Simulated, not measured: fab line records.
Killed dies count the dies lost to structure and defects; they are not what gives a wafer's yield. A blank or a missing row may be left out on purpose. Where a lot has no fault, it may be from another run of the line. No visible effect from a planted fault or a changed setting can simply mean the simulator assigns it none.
Matching of chambers	flow n5_finfet	4 sister chambers for N5_BEOL_M0_SAQP_STRIP_108 on rie_diel-05
The step strips in N2/H2. 20 wafers are shown with their chamber, then 10 later ones without.

WAFERS PAIRED WITH THEIR CHAMBERS
wafer	chamber	drypump_motor_current_A (A)	throttle_valve_pct (%)	showerhead_plenum_p_Torr (Torr)
L074.1	3	5.2	18.79	3.35
L074.3	0	5.8	19.43	3.30
L074.6	0	5.8	19.45	3.30
L078.1	3	5.2	18.80	3.34
L078.3	1	5.7	19.51	3.47
L078.4	0	5.8	19.45	3.29
L080.1	2	6.0	19.43	3.52
L080.4	0	5.8	19.45	3.29
L080.6	0	5.8	19.45	3.29
L081.1	1	5.7	19.50	3.47
L081.3	3	5.2	18.81	3.34
L081.4	2	6.0	19.43	3.52
L083.2	1	5.7	19.51	3.47
L083.4	3	5.2	18.80	3.34
L083.6	1	5.7	19.52	3.47
L086.1	3	5.2	18.81	3.34
L086.5	2	6.0	19.47	3.51
L086.6	1	5.7	19.53	3.47
L087.1	2	6.0	19.45	3.51
L087.2	1	5.6	19.52	3.47

SIGNATURES (averages over the wafers above)
reading	chamber 0	chamber 1	chamber 2	chamber 3	scatter within a chamber
drypump_motor_current_A	5.800	5.683	6.000	5.200	0.0228
throttle_valve_pct	19.4460	19.5150	19.4450	18.8020	0.0119
showerhead_plenum_p_Torr	3.2940	3.4700	3.5150	3.3420	0.00433
Rule: for a wafer and a chamber, the distance is found by dividing, reading by reading, the gap between the wafer's reading and the chamber's mean by the reading's scatter, squaring, summing and taking the root. The wafer belongs to the nearest chamber; if the next one is less than 2 further off, it can't be placed. The scatter is the square root of a quotient: the sum, over the shown wafers, of each reading's squared deviation from its chamber's mean, divided by wafers minus chambers.

WAFERS WHOSE CHAMBER IS MISSING
wafer	drypump_motor_current_A (A)	throttle_valve_pct (%)	showerhead_plenum_p_Torr (Torr)
L087.5	5.2	18.84	3.33
L088.1	5.2	18.82	3.33
L088.3	5.6	19.53	3.46
L088.6	6.0	19.46	3.51
L091.1	6.0	19.47	3.51
L091.2	5.2	18.83	3.33
L091.6	5.8	19.09	3.29
L092.1	5.6	19.54	3.46
L092.2	6.0	19.47	3.51
L092.6	5.1	18.82	3.33

WHICH CHAMBER EACH ONE RAN IN
wafer	from the rows above	in truth
L087.5	3	3
L088.1	3	3
L088.3	1	1
L088.6	2	2
L091.1	2	2
L091.2	3	3
L091.6	0	0
L092.1	1	1
L092.2	2	2
L092.6	3	3
Correctly placed: 10 of 10. From these rows, 0 cannot be placed. Number placed wrongly: 0.
